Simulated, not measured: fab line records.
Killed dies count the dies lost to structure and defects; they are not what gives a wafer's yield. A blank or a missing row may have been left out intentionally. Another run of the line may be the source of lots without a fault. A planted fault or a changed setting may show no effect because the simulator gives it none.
Chamber matching    flow nand harc    rie diel-07 running NHARC_A_STAIRCASE_ETCH_236: 4 sister chambers
The step etches the open film in C4F8/O2, target depth 100 nm, time 40.5 s. 4 wafers are shown with their chamber, then 7 later ones without.

## WAFERS, EACH WITH ITS CHAMBER
wafer   chamber  rf vpp V (V)
L393.6  0        905
L406.6  3        887
L407.3  1        898
L407.5  2        895

## WAFERS WHOSE CHAMBER IS MISSING
wafer   rf vpp V (V)
L407.6  899
L408.2  896
L408.3  904
L408.5  906
L409.1  896
L409.2  888
L409.4  906

## THE CHAMBER EACH PASSED THROUGH
wafer   from the rows above      in truth
L407.6  1                        1
L408.2  can't be placed: 2 or 1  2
L408.3  0                        0
L408.5  0                        0
L409.1  can't be placed: 2 or 1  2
L409.2  3                        3
L409.4  0                        0
Placed correctly: 5 of 7. Not placeable from these rows: 2 (in 2, the candidates include the true chamber). Wrongly placed: 0.
How it was worked out, from the rows above alone: a wafer's distance from a chamber is the root of the sum, over the readings, of the square of ((its reading less the chamber's mean) divided by the reading's scatter). The wafer belongs to the nearest chamber; if the next one is less than 2 further off, it can't be placed. A chamber's mean is the mean of its shown wafers. The scatter (one wafer shown for each chamber): square how far every hidden wafer sits from the nearest shown wafer, average those squares and take the square root.
